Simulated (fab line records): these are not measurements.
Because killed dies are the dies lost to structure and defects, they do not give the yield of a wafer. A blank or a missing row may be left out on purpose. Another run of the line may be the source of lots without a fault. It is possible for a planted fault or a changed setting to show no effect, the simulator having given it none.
Chamber matching / flow nand_harc / NHARC_A_CHANNEL_FILL_D2_ALD_16 on ald_hk-04 has 4 sister chambers
The step deposits SiO2, target thk 1.5 nm, pulse time 10 s, ald cycles 15. 8 wafers are shown with their chamber, then 8 later ones without.

## WAFERS PAIRED WITH THEIR CHAMBERS
wafer=L080.4; chamber=1; heater_power_w (W)=605; precursor_pulse_height_rel=1.024
wafer=L082.1; chamber=2; heater_power_w (W)=437; precursor_pulse_height_rel=0.963
wafer=L082.4; chamber=3; heater_power_w (W)=455; precursor_pulse_height_rel=0.997
wafer=L082.5; chamber=0; heater_power_w (W)=503; precursor_pulse_height_rel=0.998
wafer=L084.1; chamber=0; heater_power_w (W)=506; precursor_pulse_height_rel=1.031
wafer=L084.3; chamber=2; heater_power_w (W)=440; precursor_pulse_height_rel=0.998
wafer=L084.5; chamber=1; heater_power_w (W)=588; precursor_pulse_height_rel=1.037
wafer=L086.1; chamber=3; heater_power_w (W)=452; precursor_pulse_height_rel=1.005

## WAFERS WHOSE CHAMBER IS MISSING
wafer=L086.3; heater_power_w (W)=460; precursor_pulse_height_rel=0.998
wafer=L086.6; heater_power_w (W)=450; precursor_pulse_height_rel=1.028
wafer=L092.2; heater_power_w (W)=506; precursor_pulse_height_rel=0.998
wafer=L092.3; heater_power_w (W)=426; precursor_pulse_height_rel=0.991
wafer=L092.6; heater_power_w (W)=427; precursor_pulse_height_rel=1.007
wafer=L096.3; heater_power_w (W)=453; precursor_pulse_height_rel=0.985
wafer=L096.4; heater_power_w (W)=500; precursor_pulse_height_rel=0.993
wafer=L096.6; heater_power_w (W)=610; precursor_pulse_height_rel=0.977

## CHAMBER TAKEN BY EACH
wafer=L086.3; from the rows above=3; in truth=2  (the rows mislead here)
wafer=L086.6; from the rows above=can't be placed: 3 or 2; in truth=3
wafer=L092.2; from the rows above=0; in truth=0
wafer=L092.3; from the rows above=2; in truth=2
wafer=L092.6; from the rows above=can't be placed: 2 or 3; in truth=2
wafer=L096.3; from the rows above=can't be placed: 3 or 2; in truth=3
wafer=L096.4; from the rows above=0; in truth=0
wafer=L096.6; from the rows above=1; in truth=1
4 of 8 placed correctly. Not placeable from these rows: 3 (in 3, the candidates include the true chamber). Number placed wrongly: 1.
How it was worked out, from the rows above alone: a wafer's distance from a chamber is the root of the sum, over the readings, of the square of ((its reading less the chamber's mean) divided by the reading's scatter). If the next closest chamber is less than 2 further off than the closest, the wafer can't be placed; otherwise it belongs to the closest. A chamber's mean is the mean of its shown wafers. The scatter is the square root of a quotient: the sum, over the shown wafers, of each reading's squared deviation from its chamber's mean, divided by wafers minus chambers.
